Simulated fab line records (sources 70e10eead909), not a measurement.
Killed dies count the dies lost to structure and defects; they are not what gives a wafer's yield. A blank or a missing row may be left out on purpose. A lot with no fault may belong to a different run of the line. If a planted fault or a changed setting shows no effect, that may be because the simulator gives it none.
Which tool did it? / flow nand_harc / Sampling: 13 lots, 39 wafers, 6 of 1302 route steps

## WHAT THE GAUGES SHOWED, per wafer
NHARC_A_ONON_D1_THK_MEAS_18: measures by ellipsometry. Usual: thk_nm at 1002 nm, with a standard deviation of 7.
lot=L903; measured=day 8 08:06; on=film_metro-02; thk_nm (nm)=1002 1004 1004; flag=
lot=L907; measured=day 10 05:54; on=film_metro-02; thk_nm (nm)=1010 1008 1010; flag=
lot=L909; measured=day 11 02:48; on=film_metro-02; thk_nm (nm)=994 994 993; flag=
lot=L910; measured=day 11 17:55; on=film_metro-01; thk_nm (nm)=1006 1005 1007; flag=
lot=L911; measured=day 12 02:01; on=film_metro-02; thk_nm (nm)=1008 1008 1009; flag=
lot=L912; measured=day 12 11:37; on=film_metro-01; thk_nm (nm)=1016 1014 1013; flag=
lot=L913; measured=day 12 21:46; on=film_metro-01; thk_nm (nm)=1001 1000 999; flag=
lot=L915; measured=day 14 07:58; on=film_metro-01; thk_nm (nm)=1001 999 998; flag=
lot=L917; measured=day 14 07:59; on=film_metro-02; thk_nm (nm)=1006 1005 1004; flag=
lot=L920; measured=day 15 18:36; on=film_metro-02; thk_nm (nm)=1459 1458 1458 1459 1459 1458; flag=OFF
lot=L921; measured=day 15 22:24; on=film_metro-02; thk_nm (nm)=1003 1003 1003; flag=
lot=L923; measured=day 16 18:41; on=film_metro-02; thk_nm (nm)=996 997 998; flag=
lot=L925; measured=day 17 09:53; on=film_metro-02; thk_nm (nm)=1448 1448 1449 1448 1448 1447; flag=OFF

NHARC_A_ONON_D1_THK_MEAS_21: measures by ellipsometry. Usual: thk_nm at 1000 nm, with a standard deviation of 9.8.
lot=L903; measured=day 8 08:40; on=film_metro-01; thk_nm (nm)=1005 1004 1005; flag=
lot=L907; measured=day 10 06:28; on=film_metro-02; thk_nm (nm)=1011 1008 1009; flag=
lot=L909; measured=day 11 03:22; on=film_metro-02; thk_nm (nm)=993 992 992; flag=
lot=L910; measured=day 11 18:29; on=film_metro-01; thk_nm (nm)=1005 1004 1007; flag=
lot=L911; measured=day 12 02:35; on=film_metro-01; thk_nm (nm)=1003 1001 1002; flag=
lot=L912; measured=day 12 12:19; on=film_metro-01; thk_nm (nm)=999 998 997; flag=
lot=L913; measured=day 12 22:19; on=film_metro-01; thk_nm (nm)=1003 1004 1004; flag=
lot=L915; measured=day 14 08:32; on=film_metro-02; thk_nm (nm)=1001 1002 1002; flag=
lot=L917; measured=day 14 08:32; on=film_metro-01; thk_nm (nm)=1009 1009 1007; flag=
lot=L921; measured=day 15 22:58; on=film_metro-01; thk_nm (nm)=1002 1002 1000; flag=
lot=L923; measured=day 16 19:16; on=film_metro-02; thk_nm (nm)=1004 1004 1003; flag=

NHARC_A_ONON_D1_THK_MEAS_24: measures by ellipsometry. Usual: thk_nm at 999 nm, with a standard deviation of 9.2.
lot=L903; measured=day 8 09:14; on=film_metro-02; thk_nm (nm)=979 977 980; flag=
lot=L907; measured=day 10 07:02; on=film_metro-01; thk_nm (nm)=1014 1016 1015; flag=
lot=L909; measured=day 11 03:56; on=film_metro-02; thk_nm (nm)=1006 1005 1005; flag=
lot=L910; measured=day 11 19:03; on=film_metro-01; thk_nm (nm)=1000 998 999; flag=
lot=L911; measured=day 12 03:09; on=film_metro-02; thk_nm (nm)=1006 1005 1006; flag=
lot=L912; measured=day 12 13:01; on=film_metro-02; thk_nm (nm)=1007 1008 1007; flag=
lot=L913; measured=day 12 22:53; on=film_metro-02; thk_nm (nm)=985 984 984; flag=
lot=L915; measured=day 14 09:07; on=film_metro-02; thk_nm (nm)=1004 1004 1002; flag=
lot=L917; measured=day 14 09:07; on=film_metro-01; thk_nm (nm)=994 995 996; flag=
lot=L921; measured=day 15 23:32; on=film_metro-01; thk_nm (nm)=992 991 990; flag=
lot=L923; measured=day 16 19:49; on=film_metro-01; thk_nm (nm)=1013 1012 1012; flag=

NHARC_END_SORT_01. Usual: defect_limited_yield 90.6 % (standard deviation 2.6); killed_at_array 58 (standard deviation 18); killed_at_other 1.0 (standard deviation 1.5); killed_at_periphery 4 (standard deviation 3.1); killed_dies 64 (standard deviation 18); killed_open 3.4 (standard deviation 1.9); killed_short 2.7 (standard deviation 1.7).
lot=L903; measured=day 25 09:16; on=prober-02; defect_limited_yield (%)=91.4 90.7 92.6; killed_at_array=55 53 43; killed_at_other=0 0 0; killed_at_periphery=3 10 7; killed_dies=58 63 50; killed_open=3 7 6; killed_short=2 4 5; flag=
lot=L907; measured=day 27 01:37; on=prober-02; defect_limited_yield (%)=90.4 87.9 88.5; killed_at_array=56 75 67; killed_at_other=1 0 3; killed_at_periphery=8 7 8; killed_dies=65 82 78; killed_open=5 8 4; killed_short=0 1 1; flag=
lot=L909; measured=day 27 13:49; on=prober-02; defect_limited_yield (%)=91.0; killed_at_array=56; killed_at_other=0; killed_at_periphery=5; killed_dies=61; killed_open=2; killed_short=2; flag=
lot=L910; measured=day 28 16:02; on=prober-01; defect_limited_yield (%)=86.3 85.7 85.4; killed_at_array=75 84 85; killed_at_other=8 2 7; killed_at_periphery=10 11 7; killed_dies=93 97 99; killed_open=2 4 3; killed_short=2 5 1; flag=OFF
lot=L911; measured=day 29 08:00; on=prober-02; defect_limited_yield (%)=90.7 91.1; killed_at_array=60 57; killed_at_other=0 0; killed_at_periphery=3 3; killed_dies=63 60; killed_open=4 4; killed_short=0 1; flag=
lot=L912; measured=day 28 23:19; on=prober-01; defect_limited_yield (%)=92.0 90.0 90.4; killed_at_array=45 62 53; killed_at_other=1 0 1; killed_at_periphery=8 6 11; killed_dies=54 68 65; killed_open=3 5 4; killed_short=3 2 5; flag=
lot=L913; measured=day 29 06:20; on=prober-01; defect_limited_yield (%)=93.9 92.8 92.6; killed_at_array=40 48 49; killed_at_other=1 0 0; killed_at_periphery=0 1 1; killed_dies=41 49 50; killed_open=1 5 4; killed_short=2 0 2; flag=

## WHAT TOOL EACH LOT RAN ON (gives the tool, then ch and the chambers of the sampled wafers, and finally the start)
lot=L903; NHARC_A_ZERO_WELL_ETCH_13=rie_si-05 ch 0,1, day 6 21:16; NHARC_A_ONON_D1_DEP_16=pecvd_onon-02 ch 0, day 8 07:35
lot=L907; NHARC_A_ZERO_WELL_ETCH_13=rie_si-06 ch 1,2, day 8 20:32; NHARC_A_ONON_D1_DEP_16=pecvd_onon-01 ch 0, day 10 05:23
lot=L909; NHARC_A_ZERO_WELL_ETCH_13=rie_si-06 ch 0,1,3, day 9 18:00; NHARC_A_ONON_D1_DEP_16=pecvd_onon-03 ch 0, day 11 02:21
lot=L910; NHARC_A_ZERO_WELL_ETCH_13=rie_si-06 ch 2,3, day 10 08:43; NHARC_A_ONON_D1_DEP_16=pecvd_onon-02 ch 0, day 11 17:31
lot=L911; NHARC_A_ZERO_WELL_ETCH_13=rie_si-05 ch 0,1,2, day 10 16:59; NHARC_A_ONON_D1_DEP_16=pecvd_onon-01 ch 0, day 12 01:30
lot=L912; NHARC_A_ZERO_WELL_ETCH_13=rie_si-05 ch 0,1,2, day 11 03:13; NHARC_A_ONON_D1_DEP_16=pecvd_onon-02 ch 0, day 12 11:10
lot=L913; NHARC_A_ZERO_WELL_ETCH_13=rie_si-04 ch 1,2,3, day 11 12:29; NHARC_A_ONON_D1_DEP_16=pecvd_onon-02 ch 0, day 12 21:15
lot=L915; NHARC_A_ZERO_WELL_ETCH_13=rie_si-04 ch 0,1,2, day 12 21:47; NHARC_A_ONON_D1_DEP_16=pecvd_onon-02 ch 0, day 14 07:35
lot=L917; NHARC_A_ZERO_WELL_ETCH_13=rie_si-05 ch 0,3, day 12 22:33; NHARC_A_ONON_D1_DEP_16=pecvd_onon-01 ch 0, day 14 07:28
lot=L920; NHARC_A_ZERO_WELL_ETCH_13=rie_si-06 ch 1,2,3, day 14 10:38; NHARC_A_ONON_D1_DEP_16=pecvd_onon-02 ch 0, day 15 18:16
lot=L921; NHARC_A_ZERO_WELL_ETCH_13=rie_si-06 ch 0,1,2, day 14 14:47; NHARC_A_ONON_D1_DEP_16=pecvd_onon-03 ch 0, day 15 22:00
lot=L923; NHARC_A_ZERO_WELL_ETCH_13=rie_si-05 ch 0,1,3, day 15 11:05; NHARC_A_ONON_D1_DEP_16=pecvd_onon-03 ch 0, day 16 18:14
lot=L925; NHARC_A_ZERO_WELL_ETCH_13=rie_si-04 ch 0,1, day 16 03:40; NHARC_A_ONON_D1_DEP_16=pecvd_onon-02 ch 0, day 17 09:25
- NHARC_A_ZERO_WELL_ETCH_13: etches the open film in HBr/Cl2, target depth 120 nm, time 40.1 s.
- NHARC_A_ONON_D1_DEP_16: target thk 1000 nm.

## AS READ BY THE TOOLS THEMSELVES (means over the sampled wafers that have a number; for cases with no such wafer, the mark the record gives instead)
NHARC_A_ZERO_WELL_ETCH_13. Usual: drypump_motor_current_A 5.6 A, standard deviation 0.33; oes_product_au 1.001 a.u., standard deviation 0.0088; rf_fwd_power_W 394.6 W, standard deviation 2.1; throttle_valve_pct 26.406 %, standard deviation 0.01.
lot=L903; tool=rie_si-05; drypump_motor_current_A (A)=5.3; oes_product_au (a.u.)=0.996; rf_fwd_power_W (W)=394.0; throttle_valve_pct (%)=26.411; flag=
lot=L907; tool=rie_si-06; drypump_motor_current_A (A)=5.6; oes_product_au (a.u.)=0.995; rf_fwd_power_W (W)=396.0; throttle_valve_pct (%)=26.412; flag=
lot=L909; tool=rie_si-06; drypump_motor_current_A (A)=5.7; oes_product_au (a.u.)=1.008; rf_fwd_power_W (W)=394.9; throttle_valve_pct (%)=26.402; flag=
lot=L910; tool=rie_si-06; drypump_motor_current_A (A)=5.5; oes_product_au (a.u.)=0.999; rf_fwd_power_W (W)=395.0; throttle_valve_pct (%)=26.402; flag=
lot=L911; tool=rie_si-05; drypump_motor_current_A (A)=5.4; oes_product_au (a.u.)=1.000; rf_fwd_power_W (W)=396.6; throttle_valve_pct (%)=26.397; flag=
lot=L912; tool=rie_si-05; drypump_motor_current_A (A)=5.4; oes_product_au (a.u.)=0.997; rf_fwd_power_W (W)=395.9; throttle_valve_pct (%)=26.401; flag=
lot=L913; tool=rie_si-04; drypump_motor_current_A (A)=5.5; oes_product_au (a.u.)=0.994; rf_fwd_power_W (W)=396.1; throttle_valve_pct (%)=26.406; flag=
lot=L915; tool=rie_si-04; drypump_motor_current_A (A)=5.7; oes_product_au (a.u.)=1.001; rf_fwd_power_W (W)=395.3; throttle_valve_pct (%)=26.416; flag=
lot=L917; tool=rie_si-05; drypump_motor_current_A (A)=5.7; oes_product_au (a.u.)=0.999; rf_fwd_power_W (W)=394.7; throttle_valve_pct (%)=26.409; flag=
lot=L920; tool=rie_si-06; drypump_motor_current_A (A)=5.7; oes_product_au (a.u.)=1.008; rf_fwd_power_W (W)=395.3; throttle_valve_pct (%)=26.399; flag=
lot=L921; tool=rie_si-06; drypump_motor_current_A (A)=5.6; oes_product_au (a.u.)=0.999; rf_fwd_power_W (W)=393.0; throttle_valve_pct (%)=26.403; flag=
lot=L923; tool=rie_si-05; drypump_motor_current_A (A)=5.5; oes_product_au (a.u.)=1.010; rf_fwd_power_W (W)=395.6; throttle_valve_pct (%)=26.396; flag=
lot=L925; tool=rie_si-04; drypump_motor_current_A (A)=5.8; oes_product_au (a.u.)=1.000; rf_fwd_power_W (W)=393.0; throttle_valve_pct (%)=26.401; flag=

NHARC_A_ONON_D1_DEP_16. Usual: n2_flow_sccm at 2750 sccm, with a standard deviation of 8.3.
lot=L903; tool=pecvd_onon-02; n2_flow_sccm (sccm)=2746; flag=
lot=L907; tool=pecvd_onon-01; n2_flow_sccm (sccm)=2753; flag=
lot=L909; tool=pecvd_onon-03; n2_flow_sccm (sccm)=2754; flag=
lot=L910; tool=pecvd_onon-02; n2_flow_sccm (sccm)=2750; flag=
lot=L911; tool=pecvd_onon-01; n2_flow_sccm (sccm)=2747; flag=
lot=L912; tool=pecvd_onon-02; n2_flow_sccm (sccm)=2746; flag=
lot=L913; tool=pecvd_onon-02; n2_flow_sccm (sccm)=2739; flag=
lot=L915; tool=pecvd_onon-02; n2_flow_sccm (sccm)=2751; flag=
lot=L917; tool=pecvd_onon-01; n2_flow_sccm (sccm)=2755; flag=
lot=L920; tool=pecvd_onon-02; n2_flow_sccm (sccm)=2745; flag=
lot=L921; tool=pecvd_onon-03; n2_flow_sccm (sccm)=2756; flag=
lot=L923; tool=pecvd_onon-03; n2_flow_sccm (sccm)=2749; flag=
lot=L925; tool=pecvd_onon-02; n2_flow_sccm (sccm)=2750; flag=

## THE ANSWER, worked out from the rows above alone
Rule: take the mean of a lot's wafers that have a number; if it is more than 3 standard deviations from the usual mean, the lot is off. A lot without any number at a reading at which 4 lots or more have one is off too. Any other lot the step has rows for is counted as sound. After the gauges, taken in route order, come the tools' own readings; for these a lot's mean is taken, as printed above. The first step at which some lot is off is used, and at that step the reading that is off furthest; a lot without a number counts as furthest.
Off at NHARC_A_ONON_D1_THK_MEAS_18 (thk_nm): L920, L925.
If a tool, at a process step before that reading, ran all the lots that are off and no sound lot after the first of them, it fits. Those tools and the gauges at NHARC_A_ONON_D1_THK_MEAS_18 are tried in the same way. One candidate fits, namely pecvd_onon-02 at NHARC_A_ONON_D1_DEP_16. Its last sound lot is L915 (day 14 07:35), its first lot that is off L920 (day 15 18:16): a fault that began between those two fits.

## WHAT THE SIMULATOR HAD PUT IN
pecvd_onon-02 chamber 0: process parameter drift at NHARC_A_ONON_D1_DEP_16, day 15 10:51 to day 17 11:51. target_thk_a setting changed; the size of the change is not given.
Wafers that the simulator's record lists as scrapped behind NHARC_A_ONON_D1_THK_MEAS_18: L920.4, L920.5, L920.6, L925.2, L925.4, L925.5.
Shown lots that were struck: L920, L925. The rule given above showed the same thing.
